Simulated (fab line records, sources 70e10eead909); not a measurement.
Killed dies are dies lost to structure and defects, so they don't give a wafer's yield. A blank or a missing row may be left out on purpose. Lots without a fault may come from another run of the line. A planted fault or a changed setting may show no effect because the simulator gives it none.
Chamber matching | flow nand_harc | NHARC_P_M1_CMP_23 on cmp-02: 4 sister chambers
The step polishes, t overpolish 20 s, target thk 157.82 nm. 8 wafers are shown with their chamber, then 7 later ones without.

WAFERS WITH THEIR CHAMBER
wafer  | chamber | motor_current_A (A) | time_to_endpoint_s (s)
L078.2 | 2       | 13.0                | 32.5
L078.3 | 3       | 12.1                | 30.0
L078.4 | 0       | 10.7                | 32.3
L078.1 | 1       | 11.1                | 29.6
L078.5 | 0       | 10.3                | 33.5
L078.6 | 1       | 10.9                | 29.8
L080.1 | 3       | 12.1                | 26.3
L080.4 | 2       | 13.3                | 28.8

WAFERS WITHOUT THEIR CHAMBER
wafer  | motor_current_A (A) | time_to_endpoint_s (s)
L080.5 | 12.6                | 29.5
L093.1 | 10.1                | 27.1
L093.2 | 12.9                | 27.3
L093.6 | 10.7                | 27.2
L093.3 | 12.9                | 28.7
L093.4 | 10.9                | 25.5
L093.5 | 11.7                | 25.5

WHICH CHAMBER EACH WENT THROUGH
wafer  | from the rows above     | in truth
L080.5 | can't be placed: 3 or 2 | 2
L093.1 | can't be placed: 0 or 1 | 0
L093.2 | 2                       | 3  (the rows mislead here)
L093.6 | can't be placed: 1 or 0 | 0
L093.3 | 2                       | 2
L093.4 | 1                       | 1
L093.5 | can't be placed: 3 or 1 | 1
Placed correctly: 2 of 7. Can't be placed from these rows: 4 (the true chamber is among the candidates in 4). Placed wrongly: 1.
How it was worked out, from the rows above alone: a wafer's distance from a chamber is the root of the sum, over the readings, of the square of ((its reading less the chamber's mean) divided by the reading's scatter). The wafer belongs to the nearest chamber; if the next one is less than 2 further off, it can't be placed. A chamber's mean is the mean of its shown wafers. The scatter: the root of (the sum of the squares of (reading less its chamber's mean) over the shown wafers, divided by (wafers less chambers)).
